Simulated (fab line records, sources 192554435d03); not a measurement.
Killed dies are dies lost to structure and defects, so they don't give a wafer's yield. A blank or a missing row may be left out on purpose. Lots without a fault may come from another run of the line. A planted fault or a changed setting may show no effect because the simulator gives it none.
Chamber matching | flow n5_finfet | N5_BEOL_M9_ETCH_62 on rie_diel-04: 4 sister chambers
The step etches SOC in N2/H2, target depth 110 nm, overetch 22 nm, time 165 s. 4 wafers are shown with their chamber, then 8 later ones without.

WAFERS WITH THEIR CHAMBER
wafer  | chamber | throttle_valve_pct (%)
L090.1 | 3       | 17.13
L090.2 | 0       | 17.96
L090.3 | 1       | 17.83
L090.4 | 2       | 18.00

WAFERS WITHOUT THEIR CHAMBER
wafer  | throttle_valve_pct (%)
L090.5 | 17.15
L090.6 | 18.03
L096.1 | 17.95
L096.2 | 18.01
L096.6 | 17.84
L097.1 | 18.03
L097.3 | 17.97
L097.5 | 17.15

WHICH CHAMBER EACH WENT THROUGH
wafer  | from the rows above     | in truth
L090.5 | 3                       | 3
L090.6 | 2                       | 2
L096.1 | 0                       | 0
L096.2 | 2                       | 2
L096.6 | 1                       | 1
L097.1 | 2                       | 2
L097.3 | can't be placed: 0 or 2 | 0
L097.5 | 3                       | 3
Placed correctly: 7 of 8. Can't be placed from these rows: 1 (the true chamber is among the candidates in 1). Placed wrongly: 0.
How it was worked out, from the rows above alone: a wafer's distance from a chamber is the root of the sum, over the readings, of the square of ((its reading less the chamber's mean) divided by the reading's scatter). The wafer belongs to the nearest chamber; if the next one is less than 2 further off, it can't be placed. A chamber's mean is the mean of its shown wafers. The scatter: with one shown wafer a chamber, the root of the mean of the squares of how far each hidden wafer lies from its nearest shown one.
